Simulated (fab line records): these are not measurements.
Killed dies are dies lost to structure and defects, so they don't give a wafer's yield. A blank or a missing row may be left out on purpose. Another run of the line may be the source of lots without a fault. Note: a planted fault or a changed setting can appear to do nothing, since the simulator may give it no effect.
Comparing a struck lot with a sound one ; flow n5_finfet ; 16 steps out of a route of 1938
Sound: the wafers L923.1, L923.2, L923.6. Wafers struck: L937.1, L937.5, L937.6. The cause is given at the end.
At each step with rows: each side's tool, then ch and its chambers, then its first start. Under that, the readings that differ: sound wafers ; struck wafers ; difference of the means ; sigmas: that difference in standard deviations of wafers without a fault.
alike: a reading whose means differ by less than 2 such deviations, as well as words and numbers matching on both sides. not compared: withheld readings; readings where some wafer has no value; bounds like >300 that might hide an equal value; numbers whose values overlap and for which the record gives no deviation.
Wherever a step has rows on one side only, a row that says differs or no value, or a row with sigmas, the two part there. Numbers that have no deviation but don't overlap get no sigmas and don't part them. A reading missing from all wafers of one side parts the sides only when that side holds two or more wafers.

N5_FIN_SAQP_HM_DEP_03: deposits SiNx from SiH4/NH3/N2, target thk 38 nm, time 33.6 s.
  sound on pecvd-01 ch 0,1,2, day 3 05:03; struck on pecvd-03 ch 0,1,2, day 6 16:17
  alike: heater_power_w, showerhead_plenum_p_Torr, throttle_valve_pct
N5_FIN_SAQP_THK_MEAS_05:
  sound: film_metro-01 at day 3 05:08; struck: film_metro-01 at day 6 16:23
  alike: thk_nm
N5_FIN_SAQP_PECVD_47: deposits a-Si from SiH4/He, target thk 45 nm, time 36.3 s.
  sound on pecvd-03 ch 0,2, day 3 05:10; struck on pecvd-04 ch 0,1,2, day 6 16:25
  alike: heater_power_w, showerhead_plenum_p_Torr, throttle_valve_pct
N5_FIN_SAQP_PECVD_48: deposits SiNx from SiH4/NH3/N2, target thk 25 nm, time 22.1 s.
  sound on pecvd-03 ch 0,2, day 3 05:13; struck on pecvd-04 ch 0,1,2, day 6 16:27
  alike: heater_power_w, showerhead_plenum_p_Torr, throttle_valve_pct
N5_FIN_SAQP_PECVD_06: deposits a-Si from SiH4/He, target thk 60 nm, time 48.1 s.
  sound on pecvd-03 ch 0,2, day 3 05:15; struck on pecvd-04 ch 0,1,2, day 6 16:29
  alike: heater_power_w, showerhead_plenum_p_Torr, throttle_valve_pct
N5_FIN_SAQP_THK_MEAS_07:
  sound: film_metro-02 at day 3 05:20; struck: film_metro-01 at day 6 16:35
  alike: thk_nm
N5_FIN_SAQP_HM_DEP_72: deposits SiO2 from SiH4/N2O, target thk 12 nm, time 7.2 s.
  sound on pecvd-04 ch 0,2, day 3 05:23; struck on pecvd-01 ch 0,1,2, day 6 16:37
  alike: heater_power_w, showerhead_plenum_p_Torr
then, 5 steps without rows for these wafers: N5_FIN_SAQP_COAT_49 (time 60 s, resist thk 100 nm); N5_FIN_SAQP_COAT_50 (time 60 s, resist thk 35 nm); N5_FIN_SAQP_COAT_10 (resist thk 90 nm); N5_FIN_SAQP_EBR_12; N5_FIN_SAQP_SOFTBAKE_11 (time 60 s).
N5_FIN_SAQP_EXPOSE_13: exposes mask FIN CORE, target cd 35.6 nm.
  sound on arfi_scanner-02 ch 0, day 3 05:42; struck on arfi_scanner-02 ch 0, day 6 16:56
reading;sound;struck;difference;sigmas
exposure_dose_mJ_cm2;63.27 63.30 63.27;64.20 64.27 64.12;+0.92;+14
  alike: mask
then, 1 step without rows for these wafers: N5_FIN_SAQP_PEB_14 (peb time 60 s).
-- record jumps: 6 days separate the struck wafers' starts on either side; left off in module FIN_SAQP, taken up again in module BEOL_M4, whose first shown step is the route's number 1111 --
N5_BEOL_M4_RC_MEAS_101:
  sound on prober-02 ch 0, day 9 22:19; struck on prober-02 ch 0, day 13 00:03
reading;sound;struck;difference;sigmas
DIBL_N (mV/V);40.1 38.9 39.9;35.9 32.6 33.1;-5.8;-3
DIBL_P (mV/V);40.3 38.8 39.2;37.5 33.5 33.1;-4.7;-2
IOFF_N (nA/um);0.224 0.185 0.214;0.160 0.113 0.117;-0.078;-3
IOFF_P (nA/um);0.27 0.25 0.26;0.22 0.17 0.17;-0.07;-2
  alike: ION_N, ION_P, SS_N, SS_P, VT_N, VT_P
following that, these wafers have no rows for 1 step: N5_PASSIVATION_PROBE_49.

WHERE THEY PART
Earliest at N5_FIN_SAQP_EXPOSE_13; latest, in this record, at N5_BEOL_M4_RC_MEAS_101.

WHY: what the simulator had put in
Drift in process parameters on arfi_scanner-02 at N5_FIN_SAQP_EXPOSE_13, starting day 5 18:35. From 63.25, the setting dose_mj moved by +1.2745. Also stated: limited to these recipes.
